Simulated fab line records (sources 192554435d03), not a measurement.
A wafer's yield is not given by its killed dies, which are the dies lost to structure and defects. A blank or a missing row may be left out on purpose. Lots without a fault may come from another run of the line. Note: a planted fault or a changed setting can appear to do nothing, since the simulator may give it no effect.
Split-lot experiment || flow n5 finfet || 20 wafers read across 7 lots, on a route 1938 steps long

== THE SPLIT ==
At N5_BEOL_M3_SPUTTER_81 (material Cu, target thk 4.5 nm, time 8.29 s), the setting time s was moved away from the recipe's 8.29 s on 5 of the 20 wafers read, by -14.7% to +11.9%. For the rest of the wafers, this setting stayed at what the recipe calls for.

Reading taken at the split's own step.

== THE READING ==
Cu_of_BEOL_M3_SPUTTER_81.thk nm (the simulator's own value, which no gauge read), in nm, at N5_BEOL_M3_SPUTTER_81 (material Cu, target thk 4.5 nm, time 8.29 s). The file does not state a usual value for it. The 15 wafers here that ran the recipe average 4.6 nm, standard deviation 0.21 nm.

{"wafer": "L079.1", "tool, chamber at the split": "pvd sputter-02, -", "time s as run, s": 8.29, "against the recipe": "recipe", "Cu_of_BEOL_M3_SPUTTER_81.thk nm, nm": 4.8, "against lot-mates on the recipe": "-"}
{"wafer": "L079.3", "tool, chamber at the split": "pvd sputter-02, -", "time s as run, s": 8.29, "against the recipe": "recipe", "Cu_of_BEOL_M3_SPUTTER_81.thk nm, nm": 4.8, "against lot-mates on the recipe": "-"}
{"wafer": "L079.5", "tool, chamber at the split": "pvd sputter-02, -", "time s as run, s": 8.29, "against the recipe": "recipe", "Cu_of_BEOL_M3_SPUTTER_81.thk nm, nm": 4.8, "against lot-mates on the recipe": "-"}
{"wafer": "L082.1", "tool, chamber at the split": "pvd sputter-02, -", "time s as run, s": 8.29, "against the recipe": "recipe", "Cu_of_BEOL_M3_SPUTTER_81.thk nm, nm": 4.2, "against lot-mates on the recipe": "-"}
{"wafer": "L082.2", "tool, chamber at the split": "pvd sputter-02, -", "time s as run, s": 8.29, "against the recipe": "recipe", "Cu_of_BEOL_M3_SPUTTER_81.thk nm, nm": 4.6, "against lot-mates on the recipe": "-"}
{"wafer": "L082.4", "tool, chamber at the split": "pvd sputter-02, -", "time s as run, s": 8.29, "against the recipe": "recipe", "Cu_of_BEOL_M3_SPUTTER_81.thk nm, nm": 4.6, "against lot-mates on the recipe": "-"}
{"wafer": "L083.1", "tool, chamber at the split": "pvd sputter-03, -", "time s as run, s": 8.29, "against the recipe": "recipe", "Cu_of_BEOL_M3_SPUTTER_81.thk nm, nm": 4.2, "against lot-mates on the recipe": "-"}
{"wafer": "L083.3", "tool, chamber at the split": "pvd sputter-03, -", "time s as run, s": 8.29, "against the recipe": "recipe", "Cu_of_BEOL_M3_SPUTTER_81.thk nm, nm": 4.6, "against lot-mates on the recipe": "-"}
{"wafer": "L083.6", "tool, chamber at the split": "pvd sputter-03, -", "time s as run, s": 8.29, "against the recipe": "recipe", "Cu_of_BEOL_M3_SPUTTER_81.thk nm, nm": 4.4, "against lot-mates on the recipe": "-"}
{"wafer": "L089.3", "tool, chamber at the split": "pvd sputter-01, -", "time s as run, s": 8.29, "against the recipe": "recipe", "Cu_of_BEOL_M3_SPUTTER_81.thk nm, nm": 4.8, "against lot-mates on the recipe": "-"}
{"wafer": "L089.5", "tool, chamber at the split": "pvd sputter-01, -", "time s as run, s": 7.451, "against the recipe": "-10.1%", "Cu_of_BEOL_M3_SPUTTER_81.thk nm, nm": 4.2, "against lot-mates on the recipe": -0.5}
{"wafer": "L089.6", "tool, chamber at the split": "pvd sputter-01, -", "time s as run, s": 8.29, "against the recipe": "recipe", "Cu_of_BEOL_M3_SPUTTER_81.thk nm, nm": 4.6, "against lot-mates on the recipe": "-"}
{"wafer": "L090.2", "tool, chamber at the split": "pvd sputter-02, -", "time s as run, s": 8.29, "against the recipe": "recipe", "Cu_of_BEOL_M3_SPUTTER_81.thk nm, nm": 4.8, "against lot-mates on the recipe": "-"}
{"wafer": "L090.3", "tool, chamber at the split": "pvd sputter-02, -", "time s as run, s": 7.075, "against the recipe": "-14.7%", "Cu_of_BEOL_M3_SPUTTER_81.thk nm, nm": 4, "against lot-mates on the recipe": -0.8}
{"wafer": "L090.4", "tool, chamber at the split": "pvd sputter-02, -", "time s as run, s": 7.075, "against the recipe": "-14.7%", "Cu_of_BEOL_M3_SPUTTER_81.thk nm, nm": 4.2, "against lot-mates on the recipe": -0.6}
{"wafer": "L094.3", "tool, chamber at the split": "pvd sputter-03, -", "time s as run, s": 8.29, "against the recipe": "recipe", "Cu_of_BEOL_M3_SPUTTER_81.thk nm, nm": 4.4, "against lot-mates on the recipe": "-"}
{"wafer": "L094.5", "tool, chamber at the split": "pvd sputter-03, -", "time s as run, s": 9.278, "against the recipe": "+11.9%", "Cu_of_BEOL_M3_SPUTTER_81.thk nm, nm": 5.2, "against lot-mates on the recipe": "+0.8"}
{"wafer": "L095.1", "tool, chamber at the split": "pvd sputter-03, -", "time s as run, s": 8.29, "against the recipe": "recipe", "Cu_of_BEOL_M3_SPUTTER_81.thk nm, nm": 4.8, "against lot-mates on the recipe": "-"}
{"wafer": "L095.3", "tool, chamber at the split": "pvd sputter-03, -", "time s as run, s": 8.29, "against the recipe": "recipe", "Cu_of_BEOL_M3_SPUTTER_81.thk nm, nm": 4.6, "against lot-mates on the recipe": "-"}
{"wafer": "L095.4", "tool, chamber at the split": "pvd sputter-03, -", "time s as run, s": 7.084, "against the recipe": "-14.5%", "Cu_of_BEOL_M3_SPUTTER_81.thk nm, nm": 4, "against lot-mates on the recipe": -0.7}

THE FIT
A straight line over all 20 wafers: Cu_of_BEOL_M3_SPUTTER_81.thk nm changes by +0.0397 nm for each +1% of time s; r = +0.80; the points scatter about the line by 0.2 nm.
The same after taking each lot's own level away (the mean of its wafers on the recipe; 20 wafers): +0.0521 nm for each +1%; r = +0.94; scatter 0.13 nm.
On that fit, the largest move of time s shifts the reading by 0.76 nm.
Across the lots, their own levels run from 4.40 to 4.80 nm, a range of 1.9 times the standard deviation given above.
Thus the slope moves with the lot-to-lot level: the two fits are different.
Check: with one of the wafers moved furthest among these (-14.7%) left out of the fit, the line predicts -0.725 nm for it against its lot-mates. It came out at -0.8 nm against them.

== OTHER SPLITS APPLIED TO THESE WAFERS ==
These wafers also went through other splits before the reading. Each is held against what the fit with the lots' levels taken away leaves over:
{"other split on the same wafers": "N5_BEOL_M0_SAQP_COAT_08 spin rpm", "wafers away from the commonest value": 4, "r with Cu_of_BEOL_M3_SPUTTER_81.thk nm (lot level and that fit taken away)": -0.08}
{"other split on the same wafers": "N5_BEOL_M0_SAQP_SPACER2_ALD_26 target thk a", "wafers away from the commonest value": 5, "r with Cu_of_BEOL_M3_SPUTTER_81.thk nm (lot level and that fit taken away)": -0.34}
{"other split on the same wafers": "N5_BEOL_M0_SAQP_COAT_87 temp c", "wafers away from the commonest value": 7, "r with Cu_of_BEOL_M3_SPUTTER_81.thk nm (lot level and that fit taken away)": "+0.13"}
{"other split on the same wafers": "N5_BEOL_M1_ILD_DEP_00 time s", "wafers away from the commonest value": 4, "r with Cu_of_BEOL_M3_SPUTTER_81.thk nm (lot level and that fit taken away)": "+0.11"}
{"other split on the same wafers": "N5_BEOL_M1_ETCH_74 bias w", "wafers away from the commonest value": 7, "r with Cu_of_BEOL_M3_SPUTTER_81.thk nm (lot level and that fit taken away)": -0.44}
{"other split on the same wafers": "N5_BEOL_M1_ETCH_64 source w", "wafers away from the commonest value": 7, "r with Cu_of_BEOL_M3_SPUTTER_81.thk nm (lot level and that fit taken away)": -0.13}

== FILE'S OWN FIT ==
Cu_of_BEOL_M3_SPUTTER_81.thk nm changes by +0.0514 nm for each +1% of time s, r = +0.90.
